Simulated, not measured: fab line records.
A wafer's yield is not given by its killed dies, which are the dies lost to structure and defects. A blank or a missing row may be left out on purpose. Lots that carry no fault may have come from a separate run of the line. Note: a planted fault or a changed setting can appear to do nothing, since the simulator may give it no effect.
A single fault, viewed from 2 desks | flow n5 finfet | each desk holds nothing but its own numbers, with what lay behind them at the end

== AT THE METROLOGY DESK ==
What the gauges read, lot by lot, whatever tool the lot ran on: means of the sampled wafers that have a number. A lot is out of limits, marked OUT, if its mean lies more than 4 standard deviations from the usual mean; the brackets give that distance. Readings shown: 7 of its 12, picked as those furthest out on some lot.
Columns: A = M1_RS at N5_BEOL_M1_RS_MEAS_58, usual 0.66 ohm/sq; B = DIBL_P at N5_BEOL_M4_RC_MEAS_101, usual 35.7 mV/V; C = IOFF_N at N5_BEOL_M4_RC_MEAS_101, usual 0.155 nA/um; D = IOFF_P at N5_BEOL_M4_RC_MEAS_101, usual 0.20 nA/um; E = SS_P at N5_BEOL_M4_RC_MEAS_101, usual 73.1 mV/dec; F = VT_N at N5_BEOL_M4_RC_MEAS_101, usual 250 mV; G = VT_P at N5_BEOL_M4_RC_MEAS_101, usual -251 mV
lot  | first seen here | A    | B    | C     | D    | E    | F   | G
L138 | day 6 23:36     | 0.66 | 36.5 | 0.174 | 0.22 | 73.2 | 250 | -251
L139 | day 7 16:52     | 0.65 | 35.8 | 0.162 | 0.23 | 72.9 | 249 | -247
L145 | day 8 23:34     | 0.68 | 33.9 | 0.126 | 0.20 | 72.3 | 254 | -250
L147 | day 9 00:10     | 0.69 | 35.0 | 0.134 | 0.16 | 72.9 | 252 | -256
L148 | day 9 03:40     | 0.66 | 34.2 | 0.140 | 0.18 | 73.0 | 251 | -252
L158 | day 11 23:59    | 0.69 | 35.7 | 0.166 | 0.23 | 72.9 | 248 | -248
Result from this desk: across the 6 lots, nothing is out of limits.

== TOOL OWNER'S DESK, pecvd-04 ==
The tool's own readings at N5_BEOL_M1_DEP_57 (deposits SiCN from 3MS/NH3, target thk 8 nm, time 14 s): means of the sampled wafers that have a number, for each lot that ran on this tool. A lot is out of limits, marked OUT, if its mean lies more than 4 standard deviations from the usual mean; the brackets give that distance.
Columns: A = showerhead plenum p Torr at N5_BEOL_M1_DEP_57, usual 3.662 Torr; B = showerhead vpp V at N5_BEOL_M1_DEP_57, usual 863 V; C = throttle valve pct at N5_BEOL_M1_DEP_57, usual 9.0 %
lot  | first seen here | A     | B   | C
L138 | day 6 23:47     | 3.659 | 869 | 8.3
L145 | day 8 23:46     | 3.655 | 877 | 8.6
L147 | day 9 00:22     | 3.663 | 884 | 9.5
Result from this desk: across the 3 lots, nothing is out of limits.

== ALL TOGETHER ==
At the metrology desk, nothing out of limits was observed.
Nothing out of limits was seen by the tool owner's desk.

== WHAT HAD BEEN PUT IN BY THE SIMULATOR ==
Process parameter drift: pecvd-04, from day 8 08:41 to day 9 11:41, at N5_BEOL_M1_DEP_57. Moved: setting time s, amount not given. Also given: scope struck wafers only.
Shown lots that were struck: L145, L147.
